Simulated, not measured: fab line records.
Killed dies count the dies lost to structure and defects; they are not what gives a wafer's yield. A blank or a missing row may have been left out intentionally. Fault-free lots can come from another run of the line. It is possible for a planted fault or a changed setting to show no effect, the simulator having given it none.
A lot that was struck, set against a sound lot | flow nand harc | 41 steps out of a route of 1302
Sound: the wafers L668.1, L668.4, L668.6. The struck wafers were L664.1, L664.4, L664.6. The cause is given at the end.
Order at every step that has rows: each side's tool, ch and its chambers, its first start. Under that, the readings that differ: sound wafers | struck wafers | difference of the means | sigmas: that difference in standard deviations of wafers without a fault.
alike: words and numbers the same on both sides, and readings whose means are apart by under 2 such deviations; not compared: readings that were withheld, readings missing a value for some wafer, numbers with overlapping values and no deviation given by the record, and bounds like >300 which may hide the same value.
The two part at a step that has a row with sigmas, a row that says differs or no value, or rows on one side only. When numbers do not overlap yet have no deviation, they are printed without sigmas and do not part them. A reading that every wafer of one side lacks parts them only if that side has two wafers or more.

NHARC_P_GATE_STRIP_101: strips in O2, time 20 s.
  sound on rie diel-11 ch 1,2, day 13 23:45; struck on rie diel-09 ch 1,2,3, day 12 06:46
  alike: drypump motor current A, o2 flow sccm, oes product au, rf vpp V, showerhead plenum p Torr, throttle valve pct
  not compared: rf hours counter h
then, 11 steps without rows for these wafers: NHARC_P_GATE_PRECLEAN_97 (cleans in SPM, time 600 s); NHARC_P_GATE_SRD_98; NHARC_P_GATE_PRECLEAN_99 (cleans in SC1); NHARC_P_GATE_SRD_100; NHARC_P_GATE_DEHYDRATE_38 (time 120 s); NHARC_P_GATE_HMDS_39 (time 30 s); NHARC_P_GATE_COAT_40; NHARC_P_GATE_SOFTBAKE_41 (time 95 s); NHARC_P_GATE_EBR_42; NHARC_P_GATE_EXPOSE_43 (exposes mask P NSD, target cd 720 nm); NHARC_P_GATE_PEB_44 (peb time 85 s).
NHARC_P_GATE_DEVELOP_45: time 70 s.
  sound on litho track-02 ch 0, day 14 00:00; struck on litho track-05 ch 0, day 12 07:00
then, 1 step without rows for these wafers: NHARC_P_GATE_HARDBAKE_47 (time 80 s).
NHARC_P_GATE_DESCUM_48: chemistry O2, time 3 s.
  sound on rie diel-11 ch 0,1,2, day 14 00:52; struck on rie diel-11 ch 0,1, day 12 07:50
  reading                 | sound             | struck            | difference | sigmas
  model.P_GATE.cd nm (nm) | 720.5 718.9 722.3 | 121.9 120.9 121.9 | -599.0     |
  alike: drypump motor current A, o2 flow sccm, oes product au, rf vpp V, showerhead plenum p Torr, throttle valve pct
  not compared: rf hours counter h
following that, these wafers have no rows for 1 step: NHARC_P_GATE_IMPLANT_49.
NHARC_P_GATE_STRIP_111: strips in N2/H2, time 250 s.
  sound on plasma asher-01 ch 0,1, day 14 01:16; struck on plasma asher-02 ch 0, day 12 08:12
  alike: drypump motor current A, heater power w, rf refl power W
  not compared: rf hours counter h
NHARC_P_GATE_STRIP_75: strips in O2.
  sound on plasma asher-01 ch 0,1, day 14 01:32; struck on plasma asher-02 ch 0, day 12 08:30
  alike: drypump motor current A, heater power w, rf refl power W
  not compared: rf hours counter h
then, 12 steps without rows for these wafers: NHARC_P_GATE_STRIP_50 (strips in SPM, time 900 s); NHARC_P_GATE_DEHYDRATE_51 (time 120 s); NHARC_P_GATE_HMDS_52 (time 30 s); NHARC_P_GATE_COAT_53; NHARC_P_GATE_SOFTBAKE_54 (time 95 s); NHARC_P_GATE_EBR_55; NHARC_P_GATE_EXPOSE_56 (exposes mask P PSD, target cd 720 nm); NHARC_P_GATE_PEB_57 (peb time 85 s); NHARC_P_GATE_DEVELOP_58 (time 70 s); NHARC_P_GATE_HARDBAKE_60 (time 80 s); NHARC_P_GATE_DESCUM_61 (chemistry O2, time 3 s); NHARC_P_GATE_IMPLANT_62.
NHARC_P_GATE_STRIP_112: strips in N2/H2, time 200 s.
  sound on plasma asher-01 ch 0, day 14 02:59; struck on plasma asher-01 ch 0, day 12 09:52
  alike: drypump motor current A, heater power w, rf refl power W
  not compared: rf hours counter h
NHARC_P_GATE_STRIP_76: strips in O2.
  sound on plasma asher-01 ch 0, day 14 03:14; struck on plasma asher-01 ch 0, day 12 10:06
  alike: drypump motor current A, heater power w, rf refl power W
  not compared: rf hours counter h
then, 8 steps without rows for these wafers: NHARC_P_GATE_STRIP_63 (strips in SPM, time 900 s); NHARC_P_GATE_DEHYDRATE_83 (time 120 s); NHARC_P_GATE_HMDS_84 (time 30 s); NHARC_P_GATE_COAT_85; NHARC_P_GATE_SOFTBAKE_86 (time 95 s); NHARC_P_GATE_EBR_87; NHARC_P_GATE_EXPOSE_88 (exposes mask P HVN, target cd 2000 nm); NHARC_P_GATE_PEB_89 (peb time 85 s).
NHARC_P_GATE_DESCUM_93: chemistry O2, time 3 s.
  sound on rie diel-03 ch 2,3, day 14 04:19; struck on rie diel-03 ch 1,3, day 12 11:11
  reading                 | sound          | struck            | difference | sigmas
  model.P_GATE.cd nm (nm) | 2002 1999 1997 | 121.9 120.9 121.9 | -1877.8    |
  alike: drypump motor current A, o2 flow sccm, oes product au, rf vpp V, showerhead plenum p Torr, throttle valve pct
  not compared: rf hours counter h

== WHERE THEY PART ==
Nowhere in this record.

WHY: the cause the simulator had injected
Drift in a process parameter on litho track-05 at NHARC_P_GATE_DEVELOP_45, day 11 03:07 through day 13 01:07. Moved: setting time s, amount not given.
